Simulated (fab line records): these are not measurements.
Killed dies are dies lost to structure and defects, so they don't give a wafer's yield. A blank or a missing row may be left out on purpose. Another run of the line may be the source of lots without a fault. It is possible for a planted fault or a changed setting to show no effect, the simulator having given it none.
The tool behind it: which one? | flow n5_finfet | 11 lots with 30 wafers sampled at 5 steps, on a route of 1938 steps

## WHAT THE GAUGES READ, wafer by wafer
N5_SDB_THK_MEAS_31.
lot  | measured    | on            | SDB_THK (nm)
L357 | day 3 22:56 | film_metro-01 | 64.1 62.7 63.0
L360 | day 4 22:38 | film_metro-01 | 65.3 64.1
L362 | day 5 07:44 | film_metro-02 | 64.3 63.3 63.1
L363 | day 5 10:39 | film_metro-01 | 65.4 61.7 62.0
L366 | day 6 05:52 | film_metro-01 | 62.7 63.8
L369 | day 7 01:44 | film_metro-02 | 62.6 63.7
L370 | day 7 04:48 | film_metro-02 | 65.1 65.0 65.6
L376 | day 8 14:46 | film_metro-02 | 65.8 62.9 65.3
L378 | day 9 03:14 | film_metro-01 | 63.1 65.7 62.9
L379 | day 9 11:37 | film_metro-02 | 65.7 64.9 63.7
L380 | day 9 19:34 | film_metro-02 | 63.8 65.6 64.7

N5_HKMG_FIN_THK_MEAS_70: measures by xrf.
lot  | measured    | on            | HK_THK (nm)
L357 | day 4 03:23 | film_metro-02 | 1.610 1.538 1.576
L360 | day 5 02:36 | film_metro-02 | 1.580 1.601
L362 | day 5 12:14 | film_metro-02 | 1.612 1.602 1.629
L363 | day 5 14:56 | film_metro-01 | 1.605 1.587 1.585
L366 | day 6 10:01 | film_metro-02 | 1.576 2.784
L369 | day 7 05:53 | film_metro-02 | 1.573 2.826
L370 | day 7 09:13 | film_metro-02 | 2.800 1.569 1.591
L376 | day 8 18:50 | film_metro-02 | 1.575 1.610 1.590
L378 | day 9 07:34 | film_metro-02 | 1.579 1.579 1.578
L379 | day 9 15:54 | film_metro-01 | 1.596 1.579 1.606
L380 | day 9 23:39 | film_metro-02 | 1.562 1.541 1.547

## TOOL THAT RAN EACH LOT (tool first, then ch and the chambers of the sampled wafers, then the start)
lot  | N5_SDB_ETCH_18                    | N5_DUMMY_REMOVAL_HM_STRIP_01      | N5_HKMG_FIN_HK_ALD_01
L357 | rie_diel-06 ch 0,1,2, day 3 19:05 | rie_diel-01 ch 0,2,3, day 3 22:59 | ald_hk-01 ch 2,3, day 3 23:35
L360 | rie_diel-06 ch 0, day 4 18:51     | rie_diel-03 ch 0,2, day 4 22:41   | ald_hk-03 ch 1,3, day 4 23:14
L362 | rie_diel-02 ch 0,1,3, day 5 03:59 | rie_diel-05 ch 0,1, day 5 07:48   | ald_hk-01 ch 2,3, day 5 08:21
L363 | rie_diel-02 ch 0,2,3, day 5 06:48 | rie_diel-03 ch 0,2,3, day 5 10:43 | ald_hk-03 ch 0,2,3, day 5 11:19
L366 | rie_diel-02 ch 0,1, day 6 01:26   | rie_diel-01 ch 0,1, day 6 05:56   | ald_hk-03 ch 0,2, day 6 06:29
L369 | rie_diel-06 ch 1,2, day 6 21:50   | rie_diel-03 ch 1,2, day 7 01:50   | ald_hk-03 ch 1,2, day 7 02:23
L370 | rie_diel-04 ch 0,1, day 7 01:03   | rie_diel-03 ch 1,2,3, day 7 04:52 | ald_hk-03 ch 0,1,2, day 7 05:25
L376 | rie_diel-02 ch 0,2,3, day 8 11:01 | rie_diel-01 ch 0,1,3, day 8 14:50 | ald_hk-02 ch 0,1,3, day 8 15:23
L378 | rie_diel-06 ch 0,1,3, day 8 23:19 | rie_diel-03 ch 0,2,3, day 9 03:20 | ald_hk-01 ch 1,2, day 9 03:56
L379 | rie_diel-04 ch 0,1,2, day 9 07:34 | rie_diel-01 ch 0,1, day 9 11:41   | ald_hk-02 ch 2,3, day 9 12:14
L380 | rie_diel-02 ch 0,1,3, day 9 15:26 | rie_diel-05 ch 0,3, day 9 19:38   | ald_hk-03 ch 0,1,2, day 9 20:11
- N5_SDB_ETCH_18: etches SOC in N2/H2, target depth 100 nm, overetch 20 nm, time 150 s.
- N5_DUMMY_REMOVAL_HM_STRIP_01: strips SiNx in CH3F/O2, stops on poly-Si, target depth 4 nm, time 6.8 s.
- N5_HKMG_FIN_HK_ALD_01: deposits HfO2, target thk 1.6 nm, pulse time 3 s, purge time 3 s.

## WHAT THE TOOLS THEMSELVES READ (means of the sampled wafers that have a number; where no wafer has one, the mark that the record gives instead)
N5_SDB_ETCH_18.
lot  | tool        | chamber_pressure_mTorr (mTorr) | drypump_motor_current_A (A) | oes_product_au (a.u.) | rf_fwd_power_W (W) | rf_vpp_V (V) | showerhead_plenum_p_Torr (Torr) | throttle_valve_pct (%)
L357 | rie_diel-06 | 29.992                         | 5.7                         | 0.73                  | 835.0              | 523.4        | 2.54                            | 17.74
L360 | rie_diel-06 | 29.997                         | 6.4                         | 0.72                  | 836.5              | 524.4        | 2.58                            | 17.73
L362 | rie_diel-02 | 30.005                         | 6.3                         | 0.69                  | 836.9              | 523.8        | 2.50                            | 17.79
L363 | rie_diel-02 | 30.000                         | 6.1                         | 0.64                  | 839.3              | 522.8        | 2.47                            | 17.79
L366 | rie_diel-02 | 30.034                         | 6.0                         | 0.72                  | 839.5              | 522.5        | 2.50                            | 17.62
L369 | rie_diel-06 | 29.962                         | 5.3                         | 0.71                  | 836.0              | 522.4        | 2.50                            | 17.80
L370 | rie_diel-04 | 29.996                         | 5.9                         | 0.75                  | 838.4              | 526.3        | 2.68                            | 18.03
L376 | rie_diel-02 | 30.038                         | 6.2                         | 0.63                  | 838.8              | 522.6        | 2.46                            | 17.83
L378 | rie_diel-06 | 30.005                         | 6.2                         | 0.70                  | 836.0              | 524.7        | 2.56                            | 17.78
L379 | rie_diel-04 | 30.001                         | 5.9                         | 0.78                  | 839.0              | 526.6        | 2.66                            | 17.82
L380 | rie_diel-02 | 29.996                         | 6.3                         | 0.67                  | 837.4              | 523.7        | 2.49                            | 17.86

N5_DUMMY_REMOVAL_HM_STRIP_01.
lot  | tool        | CH3F_flow_sccm (sccm) | chamber_pressure_mTorr (mTorr) | drypump_motor_current_A (A) | oes_product_au (a.u.) | rf_vpp_V (V) | showerhead_plenum_p_Torr (Torr) | throttle_valve_pct (%)
L357 | rie_diel-01 | 29.99                 | 29.99                          | 5.6                         | 0.62                  | 126.1        | 2.01                            | 16.42
L360 | rie_diel-03 | 30.04                 | 29.98                          | 5.9                         | 0.68                  | 127.6        | 2.02                            | 16.19
L362 | rie_diel-05 | 30.04                 | 29.97                          | 5.4                         | 0.58                  | 127.0        | 1.96                            | 16.23
L363 | rie_diel-03 | 29.97                 | 30.03                          | 6.1                         | 0.71                  | 127.3        | 2.07                            | 16.17
L366 | rie_diel-01 | 29.93                 | 29.99                          | 5.5                         | 0.76                  | 127.0        | 1.98                            | 16.01
L369 | rie_diel-03 | 29.92                 | 29.99                          | 6.2                         | 0.65                  | 127.6        | 2.00                            | 16.25
L370 | rie_diel-03 | 30.01                 | 30.01                          | 6.3                         | 0.68                  | 128.6        | 2.05                            | 16.21
L376 | rie_diel-01 | 30.07                 | 29.99                          | 5.6                         | 0.71                  | 128.9        | 2.00                            | 16.16
L378 | rie_diel-03 | 29.91                 | 30.00                          | 6.1                         | 0.67                  | 127.3        | 2.06                            | 16.22
L379 | rie_diel-01 | 30.06                 | 29.98                          | 5.5                         | 0.70                  | 126.9        | 1.97                            | 16.09
L380 | rie_diel-05 | 30.05                 | 30.02                          | 5.3                         | 0.58                  | 127.3        | 1.96                            | 16.42

N5_HKMG_FIN_HK_ALD_01.
lot  | tool      | precursor_pulse_height_rel
L357 | ald_hk-01 | 1.008
L360 | ald_hk-03 | 1.006
L362 | ald_hk-01 | 0.996
L363 | ald_hk-03 | 1.006
L366 | ald_hk-03 | 1.036
L369 | ald_hk-03 | 1.019
L370 | ald_hk-03 | 0.991
L376 | ald_hk-02 | 0.996
L378 | ald_hk-01 | 0.995
L379 | ald_hk-02 | 1.027
L380 | ald_hk-03 | 1.002

## THE ANSWER, worked out from the rows above alone
Rule: what is usual is taken from the lots themselves. The widest of any qualifying gaps counts: lots, ordered by their means at a reading, are off when they make up no more than a third of the lots, leave a main group of 4 or more, and stand apart from it by 3 or more times the standard deviation of that group's means. Not used: any main group whose means are identical at the precision the tables above print for the reading. A lot without any number at a reading at which 4 lots or more have one is off too. Where the step has rows for the other lots, those lots are counted as sound. Order of review: gauges by route order, followed by the tools' own readings, for which a lot's mean as printed above is used. At the first step where some lot is off, the reading lying furthest off is the one used; lots without a number count as furthest.
Off: at N5_HKMG_FIN_THK_MEAS_70 (HK_THK), L366, L369, L370. The main group has a mean of 1.586 nm with a standard deviation of 0.017.
A tool fits if, at a process step before that reading, it ran every lot that is off, and no sound lot after the first of them. Those tools and the gauges at N5_HKMG_FIN_THK_MEAS_70 are tried in the same way. Of those tried, none fits.

## WHAT HAD BEEN PUT IN BY THE SIMULATOR
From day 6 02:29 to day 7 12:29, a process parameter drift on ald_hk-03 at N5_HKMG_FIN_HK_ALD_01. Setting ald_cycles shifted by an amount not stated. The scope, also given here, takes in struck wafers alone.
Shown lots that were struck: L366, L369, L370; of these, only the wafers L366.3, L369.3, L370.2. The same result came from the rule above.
